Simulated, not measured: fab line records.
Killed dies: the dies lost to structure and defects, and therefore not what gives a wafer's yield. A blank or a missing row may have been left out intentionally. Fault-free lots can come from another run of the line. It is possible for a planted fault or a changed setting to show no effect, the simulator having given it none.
Split-lot study + flow n5Finfet + 7 lots, 21 wafers read, on a route of 1938 steps

THE SPLIT ITSELF
At N5_PASSIVATION_EXPOSE_27 (exposes mask PAD, defocus 0 nm), the setting doseMj was moved away from the recipe's 32.3 on 9 of the 21 wafers read, by -2.9% to +3.5%. This setting was run at the recipe's value on the other wafers.

FROM THE SPLIT TO THE READING: what the file shows between them, 3 steps
- N5_PASSIVATION_PEB_28
- N5_PASSIVATION_DEVELOP_29: develop time 60 s
- N5_PASSIVATION_HARDBAKE_31: time 120 s

THE READING
cdNm (nm) at N5_PASSIVATION_CD_MEAS_30, where the cd target is 4000 nm. On this fab line, fault-free wafers typically give 3999.1 nm with a standard deviation of 1.7 nm.

| wafer  | tool, chamber at the split | doseMj as run | against the recipe | cdNm, nm | against lot-mates on the recipe |
|--------|----------------------------|---------------|--------------------|----------|---------------------------------|
| L074.2 | krfScanner-01, 0           | 33.34         | +3.2%              | 4006.1   | no lot-mate on the recipe       |
| L074.3 | krfScanner-01, 0           | 33.34         | +3.2%              | 4004.3   | no lot-mate on the recipe       |
| L074.4 | krfScanner-01, 0           | 33.34         | +3.2%              | 4005.7   | no lot-mate on the recipe       |
| L078.2 | krfScanner-01, 0           | 31.36         | -2.9%              | 3994.2   | -9.1                            |
| L078.3 | krfScanner-01, 0           | 31.36         | -2.9%              | 3993.9   | -9.4                            |
| L078.5 | krfScanner-01, 0           | 32.3          | recipe             | 4003.3   | -                               |
| L081.1 | krfScanner-01, 0           | 32.3          | recipe             | 3999.5   | -                               |
| L081.3 | krfScanner-01, 0           | 32.3          | recipe             | 3997.2   | -                               |
| L081.4 | krfScanner-01, 0           | 31.5          | -2.5%              | 3994.8   | -3.5                            |
| L084.1 | krfScanner-02, 0           | 33.44         | +3.5%              | 4005.0   | +4.2                            |
| L084.2 | krfScanner-02, 0           | 32.3          | recipe             | 4000.8   | -                               |
| L084.6 | krfScanner-02, 0           | 32.3          | recipe             | 4000.7   | -                               |
| L089.2 | krfScanner-02, 0           | 32.3          | recipe             | 3998.5   | -                               |
| L089.4 | krfScanner-02, 0           | 32.3          | recipe             | 3996.3   | -                               |
| L089.6 | krfScanner-02, 0           | 33.06         | +2.4%              | 4000.7   | +3.3                            |
| L091.2 | krfScanner-01, 0           | 32.3          | recipe             | 4002.0   | -                               |
| L091.3 | krfScanner-01, 0           | 32.3          | recipe             | 4000.5   | -                               |
| L091.5 | krfScanner-01, 0           | 33.23         | +2.9%              | 4008.0   | +6.8                            |
| L097.1 | krfScanner-01, 0           | 32.3          | recipe             | 3997.4   | -                               |
| L097.4 | krfScanner-01, 0           | 32.3          | recipe             | 4000.8   | -                               |
| L097.5 | krfScanner-01, 0           | 32.3          | recipe             | 4002.4   | -                               |

FIT RESULTS
A straight line over all 21 wafers: cdNm changes by +1.8 nm for each +1% of doseMj; r = +0.87; the points scatter about the line by 2 nm.
The same after taking each lot's own level away (the mean of its wafers on the recipe; 18 wafers): +2.13 nm for each +1%; r = +0.90; scatter 1.8 nm.
On that fit, the largest move of doseMj shifts the reading by 7.5 nm.
Measured against the standard deviation above, the lots' own levels, which go from 3997.40 to 4003.30 nm, span 3.5 times it.
Thus the slope moves with the lot-to-lot level: the two fits are different.
Check: for one of the wafers moved furthest among these (+3.5%), held out of the fit, the line's prediction against its lot-mates is +8.24 nm. Against them it came out at +4.25 nm.

THE FILE'S OWN FIT
cdNm changes by +1.9 nm for each +1% of doseMj, r = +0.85.
